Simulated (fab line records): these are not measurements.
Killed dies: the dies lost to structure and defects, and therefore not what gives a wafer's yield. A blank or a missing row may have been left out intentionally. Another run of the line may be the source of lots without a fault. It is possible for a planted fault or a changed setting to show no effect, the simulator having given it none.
fab line records	flow n5_finfet
record lots=7	wafers=39
route steps=1938 shown FIN_SAQP@100 SDB@373 GATE_CUT@510 MOL_CONTACT_COAG@624 BEOL_M1@816 BEOL_M2@882 BEOL_M3@1017 BEOL_M7@1299 BEOL_M9@1401 BEOL_M11@1536 BEOL_M13@1694 BEOL_M14@1770 PASSIVATION@1929
start_h: the number of hours between the record's first day and the start of the first shown wafer of the lot	wait_h: how many hours have passed since the lot's step before this one	" identical to the entry in the row above	L1.1+2: a row that stands for several wafers	- either no value or no given start	* or withheld: withheld	< > ~ a bound
route shown NAME@n: names a module that has steps shown in the file, with the first one's number in the route	usual: average and standard deviation across the fault-free wafers	same: alike in all rows	chamber/n: place in a boat	sites: per-site readings	_std_site: the standard deviation of these	_edge_site: inner sites' mean taken away from outer sites' mean	radius_mm: how far each site lies from the wafer's centre	mask NAME#n: copy n	behind: the last tool/chamber to shape the wafer	hold: why the lot was held/for how many hours/how that ended	device: which transistor (n, p or np) failed to switch	end of line: tests run on the same wafers once the route is complete	a step given without rows: its recipe and nothing more	killed: the dies lost at the first sort to structure and to defects; this is not the yield of the wafer	map: dies across one wafer; x = killed, . = not, _ = none there
set.NAME: the setting as run; set.NAME@STEP: as run at that earlier step	model.NAME: the simulator's own value behind a step, which no gauge read
lots with deliberately changed settings; one table per step, one row per wafer
## steps
# step N5_FIN_SAQP_PECVD_06
# recipe material=a-Si	target_thk_a=600	temp_c=400	precursor=SiH4/He	pressure_torr=3	rf_w=100	time_s=48.1
# step N5_FIN_SAQP_ETCH_69
# recipe chemistry=N2/H2	target=SOC	target_depth_a=1500	stop_on=SiNx	ion_energy_ev=100	bias_w=61	pressure_mtorr=30	source_w=850	n2_flow_sccm=200	h2_flow_sccm=200
# step N5_SDB_ALD_29
# recipe material=SiNx	target_thk_a=300	temp_c=400	ald_precursor_family=SiH2I2	ald_co_reactant=N2/H2-plasma	pulse_time_s=1	ald_cycles=600	purge_time_s=2	co_reactant_purge_time_s=2	pressure_torr=2
# step N5_GATE_CUT_ALD_22
# recipe material=SiNx	target_thk_a=160	temp_c=400	ald_precursor_family=SiH2I2	ald_co_reactant=N2/H2-plasma	pulse_time_s=1	ald_cycles=320	purge_time_s=2	co_reactant_purge_time_s=2	pressure_torr=2
# step N5_MOL_CONTACT_COAG_CVD_140
# recipe material=W	target_thk_a=665	mode=selective_fill	temp_c=300	time_s=215
# step N5_BEOL_M1_SPUTTER_79
# recipe material=Cu	target_thk_a=45	temp_c=-20	chamber_pressure_pa=0.07	power_w=withheld	time_s=8.29
# step N5_BEOL_M2_ALD_98
# recipe material=SiO2	target_thk_a=25	temp_c=100	ald_precursor_family=BDEAS	ald_co_reactant=O2-plasma	pulse_time_s=1	co_reactant_pulse_time_s=1	purge_time_s=2	co_reactant_purge_time_s=2	ald_cycles=17	pressure_torr=2
# step N5_BEOL_M3_PRE_CLEAN_56
# recipe gas=NH3	time_s=15	temp_c=withheld	rf_power_w=300
# step N5_BEOL_M7_DESCUM_33
# recipe chemistry=O2	time_s=7	source_power_w=50	bias_power_w=20	pressure_mtorr=20	rf_frequency_hz=2.712e+07	temp_c=40	resist=CAR-EUV	o2_flow_sccm=225
# step N5_BEOL_M9_ILD_DEP_00
# recipe material=SiCOH_lowk	target_thk_a=3085.1	temp_c=300	precursor=DEMS/porogen	pressure_torr=5	rf_w=500	time_s=58
# step N5_BEOL_M11_ILD_DEP_00
# step N5_BEOL_M13_ETCH_68
# recipe chemistry=N2/H2	target=SOC	mask_material=SiARC	source_w=3000	bias_w=350	temp_c=40	time_s=355	ion_energy_ev=200	pressure_mtorr=30	n2_flow_sccm=200	h2_flow_sccm=200
# step N5_BEOL_M14_DEP_53
# recipe material=SiCN	target_thk_a=500	temp_c=withheld	precursor=3MS/NH3	pressure_torr=3	rf_w=675	time_s=17.8
# step N5_PASSIVATION_PASS_ETCH_47
# recipe chemistry=CF4/O2	target=SiNx	target_depth_a=7700	time_s=385	ion_energy_ev=100	pressure_mtorr=40	source_w=535	bias_w=49	Ar_flow_sccm=100	cf4_flow_sccm=100	O2_flow_sccm=10
# step N5_PASSIVATION_PROBE_49
# usual killed_at_front_end=44/12
lot.wafer	tool	chamber	start_h	wait_h	set.time_s@FIN_SAQP_PECVD_06	set.target_depth_a@FIN_SAQP_ETCH_69	set.ald_cycles@SDB_ALD_29	set.ald_cycles@GATE_CUT_ALD_22	set.target_thk_a@MOL_CONTACT_COAG_CVD_140	set.target_thk_a@BEOL_M1_SPUTTER_79	set.ald_cycles@BEOL_M2_ALD_98	set.time_s@BEOL_M3_PRE_CLEAN_56	set.time_s@BEOL_M7_DESCUM_33	set.target_thk_a@BEOL_M9_ILD_DEP_00	set.time_s@BEOL_M11_ILD_DEP_00	set.time_s@BEOL_M13_ETCH_68	set.time_s@BEOL_M14_DEP_53	set.time_s@PASSIVATION_PASS_ETCH_47	killed_at_front_end
L079.2	prober-01	-	308.01	0.1	48.1	1500	600	320	665	45	17	15	7	3085.1	58	355	17.8	385	52
L079.4	prober-01	-	308.11	0.2	48.1	1500	600	320	665	45	17	15	7	3085.1	58	355	17.8	385	65
L079.6	prober-01	-	308.21	0.3	48.1	1500	600	320	665	45	17	15	7	3085.1	58	355	17.8	385	76
L077.1	prober-02	-	318.92	0.0	48.1	959.2	600	320	376.7	45	17	21.08	7	3869	58	355	8.796	385	38
L077.2	prober-02	-	318.97	0.1	48.1	1500	702	166	665	56.01	17	21.08	7	3869	38.88	202.4	8.796	462.5	49
L077.3	prober-02	-	319.02	0.1	40.64	1500	600	166	665	45	17	15	4.877	3085.1	38.88	202.4	17.8	385	24
L077.4	prober-02	-	319.07	0.2	40.64	959.2	702	166	376.7	56.01	17	21.08	4.877	3085.1	38.88	355	8.796	385	61
L077.5	prober-02	-	319.12	0.2	48.1	959.2	600	320	665	56.01	17	15	7	3085.1	58	202.4	17.8	462.5	40
L077.6	prober-02	-	319.17	0.3	40.64	1500	702	320	376.7	45	17	15	4.877	3869	58	355	17.8	462.5	27
L078.1	prober-01	-	332.36	0.0	67.66	1500	923	257	818.8	45	17	15	7	3085.1	41.17	535.8	17.8	385	56
L078.2	prober-01	-	332.41	0.1	48.1	1921	923	257	818.8	45	25	22.43	8.582	3085.1	41.17	535.8	17.8	385	44
L078.3	prober-01	-	332.46	0.1	48.1	1500	600	320	818.8	45	17	22.43	8.582	3085.1	58	355	24.46	385	36
L078.4	prober-01	-	332.51	0.2	48.1	1921	923	320	665	45	25	15	7	3085.1	41.17	355	24.46	385	34
L078.5	prober-01	-	332.56	0.2	67.66	1921	600	320	665	45	17	15	8.582	3085.1	58	355	17.8	385	125
L078.6	prober-01	-	332.61	0.3	67.66	1500	600	257	665	45	25	22.43	7	3085.1	58	535.8	24.46	385	50
L081.1	prober-01	-	332.66	0.0	64.42	1500	600	320	665	45	10	15	7	3085.1	89.85	411.1	10.13	385	44
L081.2	prober-01	-	332.71	0.1	48.1	1500	600	498	665	45	17	15	3.355	3085.1	89.85	355	10.13	385	34
L081.3	prober-01	-	332.76	0.1	64.42	1500	725	320	336.4	45	17	17.98	3.355	3085.1	89.85	411.1	17.8	550	32
L081.4	prober-01	-	332.81	0.2	48.1	1500	600	498	336.4	45	10	17.98	3.355	3085.1	58	355	17.8	385	43
L081.5	prober-01	-	332.86	0.2	48.1	1500	725	320	336.4	45	17	15	7	3085.1	58	355	17.8	550	22
L081.6	prober-01	-	332.91	0.3	64.42	1500	725	498	665	45	10	17.98	7	3085.1	58	411.1	10.13	550	24
L085.1	prober-02	-	351.28	0.0	48.1	1753	600	320	382.1	63	12	15	7	3085.1	58	355	17.8	385	42
L085.2	prober-02	-	351.33	0.1	56.98	1753	733	320	665	45	17	15	10.42	4885	58	355	17.8	385	42
L085.3	prober-02	-	351.38	0.1	56.98	1753	600	320	382.1	45	12	22.23	7	4885	58	355	8.68	385	41
L085.4	prober-02	-	351.43	0.2	48.1	1500	600	320	665	63	17	22.23	7	3085.1	58	355	17.8	385	44
L085.5	prober-02	-	351.48	0.2	56.98	1500	733	320	665	63	12	22.23	10.42	4885	58	355	8.68	385	38
L085.6	prober-02	-	351.53	0.3	48.1	1500	733	320	382.1	45	17	15	10.42	3085.1	58	355	8.68	385	37
L087.1	prober-01	-	375.31	0.0	73.58	2278	401	394	665	45	17	20.27	3.259	3085.1	89.22	355	11.76	385	937
L087.2	prober-01	-	375.36	0.1	48.1	1500	401	320	665	45	17	20.27	3.259	3813	89.22	355	17.8	385	44
L087.3	prober-01	-	375.41	0.1	48.1	1500	600	394	665	45	17	15	7	3813	58	355	17.8	385	82
L087.4	prober-01	-	375.46	0.2	48.1	2278	600	394	665	45	17	15	3.259	3813	58	355	11.76	385	48
L087.5	prober-01	-	375.51	0.2	73.58	2278	401	320	665	45	17	15	7	3085.1	89.22	355	11.76	385	1105
L087.6	prober-01	-	375.56	0.3	73.58	1500	600	320	665	45	17	20.27	7	3085.1	58	355	17.8	385	941
L095.1	prober-02	-	408.54	0.0	73.7	1123	600	422	665	45	17	20	4.192	1876	45.53	355	17.8	475.5	614
L095.2	prober-02	-	408.59	0.1	48.1	1500	600	320	665	45	23	20	4.192	1876	58	355	20.91	385	62
L095.3	prober-02	-	408.64	0.1	48.1	1500	900	320	791.5	45	23	20	7	3085.1	45.53	355	17.8	475.5	33
L095.4	prober-02	-	408.69	0.2	73.7	1123	600	320	791.5	45	17	15	4.192	3085.1	58	355	20.91	475.5	412
L095.5	prober-02	-	408.74	0.2	73.7	1500	900	422	665	45	17	15	7	3085.1	45.53	355	20.91	385	1010
L095.6	prober-02	-	408.79	0.3	48.1	1123	900	422	791.5	45	23	15	7	1876	58	355	17.8	385	53
# killed by level:class
L079.2 STI_FIN_REVEAL:geometric_particle:open=17 GATE_CUT:geometric_particle:short=7 GATE_CUT:geometric_particle:open=7 MOL_CONTACT_COAG:geometric_particle:open=6 BEOL_M0:geometric_particle:open=5 BEOL_M2:geometric_particle:open=5 FIN_SAQP:geometric_particle:short=4 DUMMY_GATE:geometric_particle:open=4
L079.4 STI_FIN_REVEAL:geometric_particle:open=22 GATE_CUT:geometric_particle:open=7 GATE_CUT:geometric_particle:short=7 BEOL_M0_SAQP:geometric_particle:open=7 FIN_SAQP:geometric_particle:short=6 SPACER0:geometric_particle:open=6 SPACER0:geometric_particle:short=5 BEOL_M0_SAQP:geometric_particle:short=5
L079.6 STI_FIN_REVEAL:geometric_particle:open=27 GATE_CUT:geometric_particle:short=12 BEOL_M2:geometric_particle:open=10 MOL_CONTACT_COAG:geometric_particle:open=8 GATE_CUT:geometric_particle:open=7 BEOL_M0_SAQP:geometric_particle:short=6 FIN_SAQP:geometric_particle:short=5 FIN_SAQP:geometric_particle:open=5
L077.1 FIN_SAQP:geometric_particle:short=10 FIN_SAQP:geometric_particle:open=9 BEOL_M3:geometric_particle:open=9 BEOL_M0_SAQP:geometric_particle:short=8 STI_FIN_REVEAL:geometric_particle:open=6 BEOL_M0_SAQP:geometric_particle:open=4 BEOL_M1:geometric_particle:open=4 BEOL_M5:geometric_particle:open=4
L077.2 BEOL_M3:geometric_particle:open=14 STI_FIN_REVEAL:geometric_particle:open=11 BEOL_M2:geometric_particle:open=10 BEOL_M3:geometric_particle:short=9 FIN_SAQP:geometric_particle:open=8 BEOL_M4:geometric_particle:open=7 HKMG_FIN:area_etch=6 FIN_SAQP:geometric_particle:short=5
L077.3 BEOL_M0_SAQP:geometric_particle:short=9 BEOL_M3:geometric_particle:open=8 BEOL_M2:geometric_particle:open=7 MOL_CONTACT_COAG:geometric_particle:open=6 BEOL_M1:geometric_particle:open=6 BEOL_M6:geometric_particle:open=5 ILD0:geometric_particle:open=5 BEOL_M0_SAQP:geometric_particle:open=5
L077.4 STI_FIN_REVEAL:geometric_particle:open=16 FIN_SAQP:geometric_particle:open=12 BEOL_M0_SAQP:geometric_particle:short=11 BEOL_M1:geometric_particle:open=8 FIN_SAQP:geometric_particle:short=7 BEOL_M3:geometric_particle:open=6 BEOL_M0_SAQP:geometric_particle:open=5 STARTING-WAFER:geometric_particle:open=5
L077.5 BEOL_M2:geometric_particle:open=9 FIN_SAQP:geometric_particle:short=8 STI_FIN_REVEAL:geometric_particle:open=8 MOL_CONTACT_COAG:geometric_particle:open=6 GATE_CUT:geometric_particle:short=5 BEOL_M3:geometric_particle:open=5 DUMMY_GATE:geometric_particle:open=4 BEOL_M1:geometric_particle:open=4
L077.6 BEOL_M3:geometric_particle:open=14 BEOL_M0_SAQP:geometric_particle:short=7 FIN_SAQP:geometric_particle:short=6 BEOL_M0_SAQP:geometric_particle:open=6 ILD0:geometric_particle:short=5 FIN_SAQP:geometric_particle:open=4 MOL_CONTACT_COAG:geometric_particle:open=4 STI_FIN_REVEAL:geometric_particle:open=3
L078.1 FIN_SAQP:geometric_particle:open=10 BEOL_M0_SAQP:geometric_particle:open=10 STI_FIN_REVEAL:geometric_particle:open=9 DUMMY_GATE:geometric_particle:open=9 BEOL_M1:geometric_particle:open=9 BEOL_M4:geometric_particle:open=8 FIN_SAQP:geometric_particle:short=7 BEOL_M2:geometric_particle:open=7
L078.2 BEOL_M4:geometric_particle:open=16 FIN_SAQP:geometric_particle:short=14 FIN_SAQP:geometric_particle:open=8 BEOL_M2:geometric_particle:open=6 DUMMY_GATE:geometric_particle:open=5 BEOL_M3:geometric_particle:open=4 MOL_CONTACT_COAG:geometric_particle:open=4 MOL_CONTACT_COAG:geometric_particle:short=4
L078.3 FIN_SAQP:geometric_particle:open=10 FIN_SAQP:geometric_particle:short=8 BEOL_M0_SAQP:geometric_particle:short=7 GATE_CUT:geometric_particle:short=7 MOL_CONTACT_COAG:geometric_particle:open=6 BEOL_M0_SAQP:geometric_particle:open=5 STI_FIN_REVEAL:geometric_particle:open=4 BEOL_M1:geometric_particle:open=4
L078.4 BEOL_M2:geometric_particle:open=8 STI_FIN_REVEAL:geometric_particle:open=7 DUMMY_GATE:geometric_particle:open=7 BEOL_M1:geometric_particle:open=6 FIN_SAQP:geometric_particle:open=5 FIN_SAQP:geometric_particle:short=4 MOL_CONTACT_COAG:geometric_particle:open=4 GATE_CUT:geometric_particle:short=3
L078.5 FIN_SAQP:area_etch=65 FIN_SAQP:geometric_particle:short=15 FIN_SAQP:geometric_particle:open=12 STI_FIN_REVEAL:geometric_particle:open=10 BEOL_M2:geometric_particle:open=8 BEOL_M1:geometric_particle:open=7 BEOL_M4:geometric_particle:open=6 BEOL_M5:geometric_particle:open=6
L078.6 FIN_SAQP:geometric_particle:open=12 STI_FIN_REVEAL:geometric_particle:open=11 BEOL_M1:geometric_particle:open=11 BEOL_M4:geometric_particle:open=8 DUMMY_GATE:geometric_particle:open=6 BEOL_M0_SAQP:geometric_particle:short=6 FIN_SAQP:geometric_particle:short=5 MOL_CONTACT_COAG:geometric_particle:open=5
L081.1 BEOL_M11:area_etch=1089 BEOL_M3:geometric_particle:open=8 STI_FIN_REVEAL:geometric_particle:open=7 GATE_CUT:geometric_particle:short=7 BEOL_M0_SAQP:geometric_particle:open=7 FIN_SAQP:geometric_particle:open=6 BEOL_M2:geometric_particle:open=6 FIN_SAQP:geometric_particle:short=5
L081.2 BEOL_M11:area_etch=1071 BEOL_M3:geometric_particle:open=13 MOL_CONTACT_COAG:geometric_particle:open=11 FIN_SAQP:geometric_particle:short=10 BEOL_M1:geometric_particle:open=9 FIN_SAQP:geometric_particle:open=7 BEOL_M7:geometric_particle:open=7 BEOL_M2:geometric_particle:open=5
L081.3 BEOL_M11:area_etch=1095 BEOL_M3:geometric_particle:open=12 STI_FIN_REVEAL:geometric_particle:open=10 BEOL_M1:geometric_particle:open=10 DUMMY_GATE:geometric_particle:open=5 BEOL_M3:geometric_particle:short=5 FIN_SAQP:geometric_particle:open=3 SPACER0:geometric_particle:short=3
L081.4 STI_FIN_REVEAL:geometric_particle:open=10 DUMMY_GATE:geometric_particle:open=10 BEOL_M1:geometric_particle:open=6 BEOL_M2:geometric_particle:open=6 BEOL_M3:geometric_particle:open=6 MOL_CONTACT_COAG:geometric_particle:open=5 BEOL_M0:geometric_particle:open=5 MIM_TOP_ETCH:geometric_particle:short=5
L081.5 BEOL_M1:geometric_particle:open=10 BEOL_M3:geometric_particle:open=9 DUMMY_GATE:geometric_particle:open=4 GATE_CUT:geometric_particle:short=4 MIM_TOP_ETCH:geometric_particle:open=4 MOL_CONTACT_COAG:geometric_particle:open=3 BEOL_M2:geometric_particle:open=3 STARTING-WAFER:geometric_particle:short=3
L081.6 BEOL_M3:geometric_particle:open=8 MOL_CONTACT_COAG:geometric_particle:open=6 BEOL_M1:geometric_particle:open=6 GATE_CUT:geometric_particle:short=4 BEOL_M0_SAQP:geometric_particle:open=4 FIN_SAQP:geometric_particle:open=3 MIM_TOP_ETCH:geometric_particle:short=3 BEOL_M0_SAQP:geometric_particle:short=3
L085.1 DUMMY_GATE:geometric_particle:open=11 MOL_CONTACT_COAG:geometric_particle:open=10 GATE_CUT:geometric_particle:short=7 BEOL_M3:geometric_particle:open=6 BEOL_M4:geometric_particle:open=6 FIN_SAQP:geometric_particle:short=5 BEOL_M0_SAQP:geometric_particle:open=5 FIN_SAQP:geometric_particle:open=4
L085.2 BEOL_M9:area_etch=1075 FIN_SAQP:geometric_particle:short=19 MOL_CONTACT_COAG:geometric_particle:open=14 BEOL_M0_SAQP:geometric_particle:open=13 BEOL_M0_SAQP:geometric_particle:short=10 FIN_SAQP:geometric_particle:open=8 BEOL_M3:geometric_particle:open=6 BEOL_M1:geometric_particle:open=5
L085.3 BEOL_M9:area_etch=1085 BEOL_M0_SAQP:geometric_particle:open=15 FIN_SAQP:geometric_particle:open=14 BEOL_M3:geometric_particle:open=9 FIN_SAQP:geometric_particle:short=7 DUMMY_GATE:geometric_particle:open=7 MOL_CONTACT_COAG:geometric_particle:open=6 BEOL_M0_SAQP:geometric_particle:short=6
L085.4 FIN_SAQP:geometric_particle:short=14 MOL_CONTACT_COAG:geometric_particle:open=11 FIN_SAQP:geometric_particle:open=10 BEOL_M3:geometric_particle:open=8 BEOL_M0_SAQP:geometric_particle:open=8 DUMMY_GATE:geometric_particle:open=7 BEOL_M0_SAQP:geometric_particle:short=7 BEOL_M1:geometric_particle:open=5
L085.5 BEOL_M9:area_etch=1089 MOL_CONTACT_COAG:geometric_particle:open=13 FIN_SAQP:geometric_particle:open=12 FIN_SAQP:geometric_particle:short=9 GATE_CUT:geometric_particle:short=5 BEOL_M1:geometric_particle:short=5 BEOL_M1:geometric_particle:open=4 STARTING-WAFER:geometric_particle:open=4
L085.6 BEOL_M3:geometric_particle:open=11 BEOL_M2:geometric_particle:open=10 SPACER0:geometric_particle:short=7 BEOL_M0_SAQP:geometric_particle:open=7 BEOL_M0_SAQP:geometric_particle:short=6 FIN_SAQP:geometric_particle:short=5 FIN_SAQP:geometric_particle:open=4 DUMMY_GATE:geometric_particle:open=4
L087.1 FIN_SAQP:area_etch=885 BEOL_M11:area_etch=179 MOL_CONTACT_COAG:geometric_particle:open=17 FIN_SAQP:geometric_particle:open=16 STI_FIN_REVEAL:geometric_particle:open=15 BEOL_M2:geometric_particle:open=9 FIN_SAQP:geometric_particle:short=5 BEOL_M3:geometric_particle:open=5
L087.2 BEOL_M11:area_etch=1054 MOL_CONTACT_COAG:geometric_particle:open=24 BEOL_M3:geometric_particle:open=13 FIN_SAQP:geometric_particle:open=10 BEOL_M0_SAQP:geometric_particle:open=9 FIN_SAQP:geometric_particle:short=8 BEOL_M0_SAQP:geometric_particle:short=8 STI_FIN_REVEAL:geometric_particle:open=7
L087.3 STI_FIN_REVEAL:geometric_particle:open=25 MOL_CONTACT_COAG:geometric_particle:open=15 BEOL_M3:geometric_particle:open=13 FIN_SAQP:geometric_particle:short=9 ILD0:geometric_particle:open=9 FIN_SAQP:geometric_particle:open=8 DUMMY_GATE:geometric_particle:open=6 ILD0:geometric_particle:short=5
L087.4 MOL_CONTACT_COAG:geometric_particle:open=13 DUMMY_GATE:geometric_particle:open=10 FIN_SAQP:geometric_particle:open=9 FIN_SAQP:geometric_particle:short=8 BEOL_M0_SAQP:geometric_particle:short=8 MOL_CONTACT_COAG:geometric_particle:short=7 BEOL_M2:geometric_particle:open=6 BEOL_M0_SAQP:geometric_particle:open=4
L087.5 FIN_SAQP:area_etch=1067 BEOL_M11:area_etch=17 BEOL_M0_SAQP:geometric_particle:short=10 MOL_CONTACT_COAG:geometric_particle:open=9 FIN_SAQP:geometric_particle:short=8 BEOL_M2:geometric_particle:open=8 STI_FIN_REVEAL:geometric_particle:open=6 BEOL_M3:geometric_particle:open=5
L087.6 FIN_SAQP:area_etch=893 MOL_CONTACT_COAG:geometric_particle:open=16 FIN_SAQP:geometric_particle:open=13 FIN_SAQP:geometric_particle:short=9 BEOL_M2:geometric_particle:open=8 BEOL_M4:geometric_particle:open=8 STI_FIN_REVEAL:geometric_particle:open=4 DUMMY_GATE:geometric_particle:open=4
L095.1 FIN_SAQP:area_etch=570 BEOL_M9:area_dep=268 STI_FIN_REVEAL:geometric_particle:open=13 FIN_SAQP:geometric_particle:open=12 BEOL_M0_SAQP:geometric_particle:short=9 FIN_SAQP:geometric_particle:short=8 BEOL_M0_SAQP:geometric_particle:open=8 BEOL_M2:geometric_particle:open=8
L095.2 BEOL_M9:area_dep=259 STI_FIN_REVEAL:geometric_particle:open=20 BEOL_M2:geometric_particle:open=13 FIN_SAQP:geometric_particle:open=12 BEOL_M0_SAQP:geometric_particle:short=9 STI_FIN_REVEAL:geometric_particle:short=6 BEOL_M0_SAQP:geometric_particle:open=6 FIN_SAQP:geometric_particle:short=5
L095.3 BEOL_M0_SAQP:geometric_particle:open=23 BEOL_M0_SAQP:geometric_particle:short=14 BEOL_M1:geometric_particle:open=10 BEOL_M2:geometric_particle:open=10 MOL_CONTACT_COAG:geometric_particle:open=9 FIN_SAQP:geometric_particle:open=6 STI_FIN_REVEAL:geometric_particle:open=6 BEOL_M0:geometric_particle:open=6
L095.4 FIN_SAQP:area_etch=379 BEOL_M2:geometric_particle:open=14 BEOL_M0_SAQP:geometric_particle:open=12 FIN_SAQP:geometric_particle:short=9 BEOL_M4:geometric_particle:open=9 FIN_SAQP:geometric_particle:open=8 MOL_CONTACT_COAG:geometric_particle:open=8 BEOL_M0_SAQP:geometric_particle:short=8
L095.5 FIN_SAQP:area_etch=948 STI_FIN_REVEAL:geometric_particle:open=20 BEOL_M2:geometric_particle:open=17 FIN_SAQP:geometric_particle:open=10 BEOL_M0_SAQP:geometric_particle:short=10 FIN_SAQP:geometric_particle:short=9 MOL_CONTACT_COAG:geometric_particle:open=8 DUMMY_GATE:geometric_particle:open=6
L095.6 BEOL_M9:area_dep=693 FIN_SAQP:geometric_particle:open=11 HKMG_FIN:area_etch=11 BEOL_M0_SAQP:geometric_particle:short=10 BEOL_M0_SAQP:geometric_particle:open=8 STI_FIN_REVEAL:geometric_particle:open=7 BEOL_M2:geometric_particle:open=7 BEOL_M1:geometric_particle:open=6
## key
split step=N5_FIN_SAQP_PECVD_06	setting=time_s	stated_as=48.1
response step=N5_PASSIVATION_PROBE_49	reading=killed_at_front_end	slope=+11.6	per=1%	together_with=all	explained=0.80
split step=N5_FIN_SAQP_ETCH_69	setting=target_depth_a	stated_as=1500
response none clear
split step=N5_SDB_ALD_29	setting=ald_cycles	stated_as=600
response none clear
split step=N5_GATE_CUT_ALD_22	setting=ald_cycles	stated_as=320
response none clear
split step=N5_MOL_CONTACT_COAG_CVD_140	setting=target_thk_a	stated_as=665
response none clear
split step=N5_BEOL_M1_SPUTTER_79	setting=target_thk_a	stated_as=45
response none clear
split step=N5_BEOL_M2_ALD_98	setting=ald_cycles	stated_as=17
response none clear
split step=N5_BEOL_M3_PRE_CLEAN_56	setting=time_s	stated_as=15
response none clear
split step=N5_BEOL_M7_DESCUM_33	setting=time_s	stated_as=7
response none clear
split step=N5_BEOL_M9_ILD_DEP_00	setting=target_thk_a	stated_as=3085.1
response none clear
split step=N5_BEOL_M11_ILD_DEP_00	setting=time_s	stated_as=58
response none clear
split step=N5_BEOL_M13_ETCH_68	setting=time_s	stated_as=355
response none clear
split step=N5_BEOL_M14_DEP_53	setting=time_s	stated_as=17.8
response none clear
split step=N5_PASSIVATION_PASS_ETCH_47	setting=time_s	stated_as=385
response none clear
